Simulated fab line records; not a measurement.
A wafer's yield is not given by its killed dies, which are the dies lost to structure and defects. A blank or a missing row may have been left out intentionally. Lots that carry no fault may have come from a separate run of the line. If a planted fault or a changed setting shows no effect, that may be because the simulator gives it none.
Comparing a struck lot with a sound one    flow n5-finfet    36 steps out of a route of 1938
Sound: the wafers L516.4, L516.5, L516.6. Struck: wafer L511.2 (L511.3, L511.4, from the same lot, were not struck and are left out); the cause is given at the end.
Order at every step that has rows: each side's tool, ch and its chambers, its first start. Under that, the readings that differ: sound wafers    struck wafers    difference of the means    sigmas: that difference in standard deviations of wafers without a fault.
alike: same words and numbers on both sides, and readings whose means sit less than 2 such deviations apart. not compared: any withheld reading, any reading some wafer has no value for, any bound like >300 that may hide the same value, and any number with overlapping values for which the record gives no deviation.
The two part at a step that has a row with sigmas, a row that says differs or no value, or rows on one side only. Numbers that have no deviation but don't overlap get no sigmas and don't part them. A reading missing from all wafers of one side parts the sides only when that side holds two or more wafers.

first, 9 steps without rows for these wafers: N5_PMOS_HMC_CHANNEL_EPI_EXPOSE_06 (exposes mask PMOS HMC BLK, target cd 240 nm); N5_PMOS_HMC_CHANNEL_EPI_PEB_07 (peb time 60 s); N5_PMOS_HMC_CHANNEL_EPI_DEVELOP_08 (develop time 30 s); N5_PMOS_HMC_CHANNEL_EPI_DESCUM_14 (chemistry O2, time 7.9 s); N5_PMOS_HMC_CHANNEL_EPI_ETCH_32 (etches BARC in N2/H2, stops on SiO2, target depth 85.8 nm, time 50.3 s); N5_PMOS_HMC_CHANNEL_EPI_HM_OPEN_15 (chemistry CHF3/O2, target SiO2, target depth 40.6 nm, time 20.3 s); N5_PMOS_HMC_CHANNEL_EPI_STRIP_33 (strips in N2/H2); N5_PMOS_HMC_CHANNEL_EPI_STRIP_17 (strips in SPM, time 750 s); N5_PMOS_HMC_CHANNEL_EPI_ETCH_38 (etches SiO2 in CF4, target depth 1.5 nm).
N5_PMOS_HMC_CHANNEL_EPI_FIN_RECESS_16: chemistry HBr/Cl2, target Si, target depth 54 nm, time 18 s.
  sound on rie-si-06 ch 0,2,3, day 6 18:19; struck on rie-si-03 ch 2, day 5 11:52
reading                                           sound              struck  difference  sigmas
model.PMOS_HMC_CHANNEL_EPI.feature-depth-nm (nm)  53.82 53.76 54.09  50.88   -3.01       
model.etch.depth-nm (nm)                          53.82 53.76 54.09  50.88   -3.01       
  alike: drypump-motor-current-A, oes-product-au, throttle-valve-pct
  not compared: rf-fwd-power-W, rf-hours-counter-h
then, 7 steps without rows for these wafers: N5_PMOS_HMC_CHANNEL_EPI_PRECLEAN_36 (cleans in O3/DIW, time 45 s); N5_PMOS_HMC_CHANNEL_EPI_PRECLEAN_18 (cleans in DHF, time 30 s); N5_PMOS_HMC_CHANNEL_EPI_SRD_19 (time 30 s); N5_PMOS_HMC_CHANNEL_EPI_EPI_20 (deposits SiGe30, target thk 59 nm); N5_PMOS_HMC_CHANNEL_EPI_HM_STRIP_35 (strips SiO2 in dHF, material SiO2, target depth 39.6 nm, time 216 s); N5_PMOS_HMC_CHANNEL_EPI_SRD_39 (time 30 s); N5_PMOS_HMC_CHANNEL_EPI_CMP_21 (polishes SiGe30, target thk 54 nm).
N5_PMOS_HMC_CHANNEL_EPI_THK_MEAS_22:
  sound on film-metro-02, day 6 20:08; struck on film-metro-01, day 5 13:40
reading           sound           struck  difference  sigmas
HMC_CMP_THK (nm)  53.8 53.5 54.2  50.9    -2.9        -4
then, 17 steps without rows for these wafers: N5_PMOS_HMC_CHANNEL_EPI_PRECLEAN_40 (cleans in DHF, time 30 s); N5_PMOS_HMC_CHANNEL_EPI_PRECLEAN_37 (cleans in O3/DIW, time 45 s); N5_PMOS_HMC_CHANNEL_EPI_PRECLEAN_24 (cleans in DHF, time 30 s); N5_PMOS_HMC_CHANNEL_EPI_SRD_25 (time 30 s); N5_PMOS_HMC_CHANNEL_EPI_EPI_26 (deposits Si from SiH4/H2, target thk 3.8 nm, time 22.7 s); N5_FIN_SAQP_PRECLEAN_42 (cleans in O3/DIW, time 60 s); N5_FIN_SAQP_PRECLEAN_00 (cleans in SC1, time 60 s); N5_FIN_SAQP_PRECLEAN_44 (cleans in SC2, time 45 s); N5_FIN_SAQP_SRD_01 (time 30 s); N5_FIN_SAQP_ALD_61 (deposits SiO2, target thk 4 nm, pulse time 1 s, purge time 2 s); N5_FIN_SAQP_DENSIFY_62 (time 60 s); N5_FIN_SAQP_HM_DEP_03 (deposits SiNx from SiH4/NH3/N2, target thk 38 nm, time 33.6 s); N5_FIN_SAQP_PECVD_47 (deposits a-Si from SiH4/He, target thk 45 nm, time 36.3 s); N5_FIN_SAQP_PECVD_48 (deposits SiNx from SiH4/NH3/N2, target thk 25 nm, time 22.1 s); N5_FIN_SAQP_PECVD_06 (deposits a-Si from SiH4/He, target thk 60 nm, time 48.1 s); N5_FIN_SAQP_HM_DEP_72 (deposits SiO2 from SiH4/N2O, target thk 12 nm, time 7.2 s); N5_FIN_SAQP_COAT_49 (time 60 s, resist thk 100 nm).
-- a jump in the record: the struck wafers' starts before and after are 6 days apart (it breaks off in module FIN_SAQP and resumes in module BEOL_M4, where the first step shown is number 1111 of the route) --
N5_BEOL_M4_RC_MEAS_101:
  sound on prober-01 ch 0, day 12 19:50; struck on prober-01 ch 0, day 11 17:29
reading        sound           struck  difference  sigmas
CJ_P           5.76 5.84 5.88  6.26    +0.43       +3
DIBL_N (mV/V)  35.0 34.4 35.0  38.9    +4.1        +3
SS_P (mV/dec)  73.0 72.4 72.9  74.3    +1.5        +2
  alike: DIBL_P, IOFF_N, IOFF_P, ION_N, ION_P, SS_N, VT_N, VT_P

## WHERE THEY PART
First at N5_PMOS_HMC_CHANNEL_EPI_THK_MEAS_22; last, within this record, at N5_BEOL_M4_RC_MEAS_101.

WHY: the cause the simulator had injected
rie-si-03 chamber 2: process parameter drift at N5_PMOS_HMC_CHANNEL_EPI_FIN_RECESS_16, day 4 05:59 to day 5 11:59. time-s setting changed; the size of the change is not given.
